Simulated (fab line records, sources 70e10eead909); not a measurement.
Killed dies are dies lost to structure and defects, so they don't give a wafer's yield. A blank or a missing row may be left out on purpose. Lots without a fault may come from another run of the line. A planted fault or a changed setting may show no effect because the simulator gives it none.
A struck lot beside a sound one | flow nand_harc | 40 steps out of a route of 1302
Sound: wafers L655.2, L655.5, L655.6. Struck: wafers L663.3, L663.4, L663.5. The cause comes at the end.
At each step with rows: each side's tool, then ch and its chambers, then its first start. Under that, the readings that differ: sound wafers | struck wafers | difference of the means | sigmas: that difference in standard deviations of wafers without a fault.
alike: readings whose means differ by less than 2 such deviations, and words and numbers that are the same on both sides. not compared: withheld readings, readings that some wafer has no value for, bounds like >300 that may hide the same value, and numbers for which the record gives no deviation and whose values overlap.
The two part at a step that has a row with sigmas, a row that says differs or no value, or rows on one side only. Numbers that don't overlap but have no deviation are shown without sigmas and don't part them. A reading that every wafer of one side lacks parts them only if that side has two wafers or more.

first, 2 steps without rows for these wafers: NHARC_A_STAIRCASE_SRD_154; NHARC_A_STAIRCASE_ETCH_403 (etches SiO2 in dHF, target depth 108.2 nm).
NHARC_A_STAIRCASE_ETCHBACK_422: etches the open film in CH3F/O2, target depth 40 nm, time 74.286 s.
  sound on rie_diel-10 ch 0,1,2, day 20 05:02; struck on rie_diel-11 ch 0,1, day 23 11:22
  reading               | sound          | struck         | difference | sigmas
  oes_product_au (a.u.) | 1.01 1.01 0.98 | 0.92 0.93 0.93 | -0.07      | -2
  alike: drypump_motor_current_A, rf_vpp_V, showerhead_plenum_p_Torr, throttle_valve_pct
  not compared: rf_hours_counter_h
then, 1 step without rows for these wafers: NHARC_A_STAIRCASE_ETCH_423 (etches SiO2 in dHF, target depth 30 nm).
NHARC_A_STAIRCASE_ETCHBACK_157: etches the open film in CH3F/O2, target depth 90 nm, time 167.14 s.
  sound on rie_diel-10 ch 0,2,3, day 20 05:25; struck on rie_diel-11 ch 0,1,3, day 23 11:46
  alike: drypump_motor_current_A, oes_product_au, rf_vpp_V, showerhead_plenum_p_Torr, throttle_valve_pct
  not compared: rf_hours_counter_h
NHARC_A_STAIRCASE_STRIP_475: strips in O2, time 20 s.
  sound on rie_diel-10 ch 0,1; struck on rie_diel-11 ch 0,1,3, day 23 11:59
  alike: drypump_motor_current_A, oes_product_au, rf_vpp_V, showerhead_plenum_p_Torr, throttle_valve_pct
  not compared: rf_hours_counter_h
then, 1 step without rows for these wafers: NHARC_A_STAIRCASE_DEP_471 (deposits SiO2, target thk 100 nm).
NHARC_A_STAIRCASE_CMP_472: polishes SiO2.
  sound on cmp-02 ch 0,2,3, day 20 06:01; struck on cmp-04 ch 1,2,3, day 23 12:22
  reading                 | sound             | struck            | difference | sigmas
  edge_zone_pressure_frac | 1.007 1.005 1.000 | 0.988 0.991 1.002 | -0.010     | -2
  alike: motor_current_A, slurry_flow_ml_min
then, 1 step without rows for these wafers: NHARC_A_STAIRCASE_SRD_474.
NHARC_A_STAIRCASE_INSPECT_155:
  sound on defect_inspect-01, day 20 06:17; struck on defect_inspect-01, day 23 12:41
  alike: raw_defect_count
NHARC_A_SGD_CUT_DEP_00: deposits SiNx, target thk 50 nm.
  sound on pecvd-02 ch 0,1,2, day 20 06:21; struck on pecvd-02 ch 0,2, day 23 12:46
  alike: heater_power_w, susceptor_temp_C
then, 10 steps without rows for these wafers: NHARC_A_SGD_CUT_DEHYDRATE_01 (time 120 s); NHARC_A_SGD_CUT_HMDS_02 (time 30 s); NHARC_A_SGD_CUT_COAT_56 (time 75 s); NHARC_A_SGD_CUT_COAT_57 (time 65 s); NHARC_A_SGD_CUT_COAT_03 (resist thk 90 nm); NHARC_A_SGD_CUT_SOFTBAKE_04 (time 55 s); NHARC_A_SGD_CUT_EBR_05; NHARC_A_SGD_CUT_EXPOSE_06 (exposes mask SGD); NHARC_A_SGD_CUT_PEB_07 (peb time 65 s); NHARC_A_SGD_CUT_DEVELOP_08 (develop time 35 s).
NHARC_A_SGD_CUT_CD_MEAS_09: target cd 100 nm.
  sound on cd_sem-03 ch 0, day 20 07:04; struck on cd_sem-03 ch 0, day 23 13:29
  alike: cd_nm
NHARC_A_SGD_CUT_OVL_MEAS_10:
  sound on overlay-01, day 20 07:10; struck on overlay-01, day 23 13:34
  reading           | sound          | struck      | difference | sigmas
  overlay_x_nm (nm) | -2.2 -1.9 -1.9 | 0.8 0.7 0.7 | +2.7       | +3
  overlay_y_nm (nm) | -1.3 -1.1 -0.9 | 0.7 0.7 0.6 | +1.8       | +2
NHARC_A_SGD_CUT_INSPECT_11:
  sound on defect_inspect-01, day 20 07:11; struck on defect_inspect-02, day 23 13:37
  reading          | sound      | struck  | difference | sigmas
  raw_defect_count | 116 103 95 | 12 17 6 | -93        | -3
then, 3 steps without rows for these wafers: NHARC_A_SGD_CUT_DESCUM_14 (chemistry O2, time 3 s); NHARC_A_SGD_CUT_ETCH_58 (etches the open film in CF4, target depth 39 nm, time 65 s); NHARC_A_SGD_CUT_ETCH_59 (etches the open film in N2/H2, target depth 260 nm, time 406.25 s).
NHARC_A_SGD_CUT_ETCH_15: etches the open film in CH3F/O2, target depth 75 nm, time 64.3 s.
  sound on rie_diel-07 ch 0,1,2; struck on rie_diel-06 ch 0,2,3
  reading               | sound             | struck            | difference | sigmas
  oes_product_au (a.u.) | 0.970 0.984 0.968 | 0.916 0.927 0.924 | -0.052     | -3
  alike: drypump_motor_current_A, rf_vpp_V, showerhead_plenum_p_Torr, throttle_valve_pct
  not compared: rf_hours_counter_h
then, 11 steps without rows for these wafers: NHARC_A_SGD_CUT_ETCH_16 (etches the open film in C4F8/O2/Ar, target depth 310.5 nm, time 155.2 s); NHARC_A_SGD_CUT_STRIP_60 (strips in C4F8/O2/Ar); NHARC_A_SGD_CUT_STRIP_17 (strips in O2); NHARC_A_SGD_CUT_PRECLEAN_18 (cleans in SC1); NHARC_A_SGD_CUT_SRD_19; NHARC_A_SGD_CUT_DEP_20 (deposits SiO2, target thk 150 nm); NHARC_A_SGD_CUT_ANNEAL_27 (time 1800 s); NHARC_A_SGD_CUT_CMP_21 (polishes, target thk 148.19 nm); NHARC_A_SGD_CUT_SRD_23; NHARC_A_SGD_CUT_ETCH_26 (etches SiO2 in dHF, target depth 45.8 nm); NHARC_A_SGD_CUT_ETCHBACK_24 (etches the open film in CH3F/O2, target depth 50 nm, time 92.857 s).
-- the record jumps here: 5 days lie between the struck wafers' starts before and after (it left off in module A_SGD_CUT and takes up again in module END, whose first step shown is number 1302 of the route) --
NHARC_END_SORT_01:
  the record has rows for the struck wafers here (prober-01 ch 0, day 28 17:46) and none for the sound ones

WHERE THEY PART
First at NHARC_A_STAIRCASE_ETCHBACK_422; last, within this record, at NHARC_END_SORT_01.

WHY: what the simulator had put in
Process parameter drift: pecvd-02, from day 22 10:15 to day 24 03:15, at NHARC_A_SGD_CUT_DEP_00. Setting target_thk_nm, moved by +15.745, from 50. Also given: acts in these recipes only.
